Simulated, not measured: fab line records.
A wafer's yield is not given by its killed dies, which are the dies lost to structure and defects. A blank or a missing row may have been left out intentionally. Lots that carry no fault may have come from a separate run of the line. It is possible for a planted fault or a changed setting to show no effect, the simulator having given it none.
Split-lot study	flow n5Finfet	21 wafers read across 7 lots, on a route 1938 steps long

ON THE SPLIT
At N5_BEOL_M1_TRENCH_ETCH_37 (etches SiOC in C4F6/O2, target depth 55.207 nm, time 29 s), the setting biasW was moved away from the recipe's 185 W on 11 of the 21 wafers read, by -17.5% to -4.8%. This setting was run at the recipe's value on the other wafers.

FROM THE SPLIT TO THE READING: what the file shows between them, 2 steps
- N5_BEOL_M1_ETCH_41: etches SiCN in CH3F/O2, target depth 31.9 nm, time 57.8 s
- N5_BEOL_M1_STRIP_97: strips in N2/H2, time 10 s

THE READING
trenchDepthNm, in nm, at N5_BEOL_M1_OCD_MEAS_38. A value of 55.4 nm with a standard deviation of 1.1 nm is what fault-free wafers of this fab line usually give.

wafer	tool, chamber at the split	biasW as run, W	against the recipe	trenchDepthNm, nm	against lot-mates on the recipe
L075.1	rieDiel-01, 0	160.6	-13.2%	53.5	no lot-mate on the recipe
L075.3	rieDiel-01, 1	160.6	-13.2%	54.3	no lot-mate on the recipe
L075.4	rieDiel-01, 2	160.6	-13.2%	53.2	no lot-mate on the recipe
L083.1	rieDiel-02, 0	185	recipe	55.8	-
L083.3	rieDiel-02, 1	160.8	-13.1%	51.6	-3.6
L083.4	rieDiel-02, 3	185	recipe	54.6	-
L085.1	rieDiel-02, 3	163.2	-11.8%	52.8	-4.4
L085.3	rieDiel-02, 2	185	recipe	57.2	-
L085.4	rieDiel-02, 0	163.2	-11.8%	54.2	-3.0
L088.1	rieDiel-03, 0	176.2	-4.8%	53.7	-1.2
L088.3	rieDiel-03, 3	185	recipe	56.0	-
L088.6	rieDiel-03, 1	185	recipe	53.8	-
L091.1	rieDiel-01, 2	185	recipe	55.1	-
L091.4	rieDiel-01, 0	152.6	-17.5%	51.7	-3.5
L091.5	rieDiel-01, 0	185	recipe	55.2	-
L095.3	rieDiel-02, 2	170.1	-8.1%	54.2	no lot-mate on the recipe
L095.4	rieDiel-02, 3	170.1	-8.1%	52.9	no lot-mate on the recipe
L095.6	rieDiel-02, 2	170.1	-8.1%	54.1	no lot-mate on the recipe
L096.1	rieDiel-03, 0	185	recipe	55.0	-
L096.5	rieDiel-03, 3	185	recipe	56.6	-
L096.6	rieDiel-03, 0	185	recipe	54.7	-

THE FIT
A straight line over all 21 wafers: trenchDepthNm changes by +0.181 nm for each +1% of biasW; r = +0.78; the points scatter about the line by 0.93 nm.
The same after taking each lot's own level away (the mean of its wafers on the recipe; 15 wafers): +0.254 nm for each +1%; r = +0.90; scatter 0.8 nm.
On that fit, the largest move of biasW shifts the reading by 4.5 nm.
The lots' own levels span 54.90 to 57.20 nm, that is 2.1 times the standard deviation above.
So the lot-to-lot level blurs the effect unless lot-mates are compared.
Check: with one of the wafers moved furthest among these (-17.5%) left out of the fit, the line predicts -5.21 nm for it against its lot-mates. It came out at -3.45 nm against them.
Tool readings at the split's step, against how far the setting was moved: rfVppV r = +0.98.

THE OTHER SPLITS THESE WAFERS WENT THROUGH
These wafers also went through other splits before the reading. Each is held against what the fit with the lots' levels taken away leaves over:
other split on the same wafers	wafers away from the commonest value	r with trenchDepthNm (lot level and that fit taken away)
N5_BEOL_M0_SAQP_COAT_87 spinRpm	5	-0.07
N5_BEOL_M0_ETCH_109 biasW	7	+0.30
N5_BEOL_M1_ETCH_70 biasW	6	+0.11

THE WHOLE CHAIN: every reading that the file lists as answering this split, in the file's order
step	what it does	reading	change (the file's fit)	r (the file's)
N5_BEOL_M1_TRENCH_ETCH_37	etches SiOC in C4F6/O2, target depth 55.207 nm, time 29 s	rfVppV	+5.73 V for each +1% of the setting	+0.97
N5_BEOL_M1_OCD_MEAS_38		trenchDepthNm	+0.244 nm for each +1% of the setting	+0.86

FILE'S OWN FIT
trenchDepthNm changes by +0.244 nm for each +1% of biasW, r = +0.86.
